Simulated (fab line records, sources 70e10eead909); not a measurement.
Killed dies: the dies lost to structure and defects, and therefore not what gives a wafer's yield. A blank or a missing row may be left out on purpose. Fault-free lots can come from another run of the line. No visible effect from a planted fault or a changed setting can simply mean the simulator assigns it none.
Which of the tools did it? | flow nand harc | Sampling: 6 lots, 18 wafers, 5 of 1159 route steps

## WHAT THE GAUGES SHOWED, per wafer
NHARC_A_CONTACT_INSPECT_23.
lot  | measured     | on                | raw defect count
L376 | day 18 01:07 | defect inspect-01 | 361 315 367
L380 | day 18 19:04 | defect inspect-02 | 282 286 441
L386 | day 20 14:28 | defect inspect-01 | 328 263 330
L387 | day 21 21:27 | defect inspect-02 | 372 363 361
L391 | day 22 10:01 | defect inspect-02 | 383 297 377
L394 | day 22 20:50 | defect inspect-02 | 264 298 389

## WHAT TOOL EACH LOT RAN ON (gives the tool, then ch and the chambers of the sampled wafers, and finally the start)
lot  | NHARC_A_CONTACT_ETCH_88            | NHARC_A_CONTACT_ETCH_89                       | NHARC_A_CONTACT_ETCH_110           | NHARC_A_CONTACT_CMP_20
L376 | rie diel-06 ch 1,2, day 17 14:53   | rie diel-06 ch 0,2, day 17 17:55 or earlier   | rie diel-06 ch 0,1,2, day 17 17:55 | cmp-04 ch 0,2,3, day 18 00:45
L380 | rie diel-13 ch 2,3, day 18 13:46   | rie diel-13 ch 1,2,3, day 18 16:29 or earlier | rie diel-03 ch 0,1,2, day 18 16:29 | cmp-01 ch 0,1,3, day 18 18:43
L386 | rie diel-03 ch 0,1, day 20 07:13   | rie diel-03 ch 1,2, day 20 10:02 or earlier   | rie diel-06 ch 0,1, day 20 10:02   | cmp-01 ch 0,1, day 20 14:05
L387 | rie diel-06 ch 0,1, day 21 13:35   | rie diel-06 ch 0,1, day 21 16:34 or earlier   | rie diel-03 ch 1,2,3, day 21 16:34 | cmp-02 ch 0,1,3, day 21 21:03
L391 | rie diel-06 ch 0,1,3, day 22 02:18 | rie diel-06 ch 1,3, day 22 05:17 or earlier   | rie diel-13 ch 1,2,3, day 22 05:17 | cmp-01 ch 0,2,3, day 22 09:38
L394 | rie diel-03 ch 0,3, day 22 15:55   | rie diel-03 ch 0,2,3, day 22 18:41 or earlier | rie diel-06 ch 1,2,3, day 22 18:41 | cmp-01 ch 1,3, day 22 20:26
- NHARC_A_CONTACT_ETCH_88: etches the open film in CF4, target depth 39 nm, time 65 s.
- NHARC_A_CONTACT_ETCH_89: etches the open film in N2/H2, target depth 260 nm, time 475.3 s.
- NHARC_A_CONTACT_ETCH_110: etches the open film in CF4/O2, target depth 50 nm, overetch 5 nm, time 27.5 s.
- NHARC_A_CONTACT_CMP_20: polishes, t overpolish 30 s, target thk 300 nm.

## THE ANSWER, worked out from the rows above alone
Rule: the usual values come from the lots themselves. The widest of any qualifying gaps counts: lots, ordered by their means at a reading, are off when they make up no more than a third of the lots, leave a main group of 4 or more, and stand apart from it by 3 or more times the standard deviation of that group's means. Not used: any main group whose means are identical at the precision the tables above print for the reading. A lot without any number at a reading at which 4 lots or more have one is off too. All remaining lots with rows at the step are treated as sound.
None of the lots is off at any reading shown; this tells nothing.

## WHAT HAD BEEN PUT IN BY THE SIMULATOR
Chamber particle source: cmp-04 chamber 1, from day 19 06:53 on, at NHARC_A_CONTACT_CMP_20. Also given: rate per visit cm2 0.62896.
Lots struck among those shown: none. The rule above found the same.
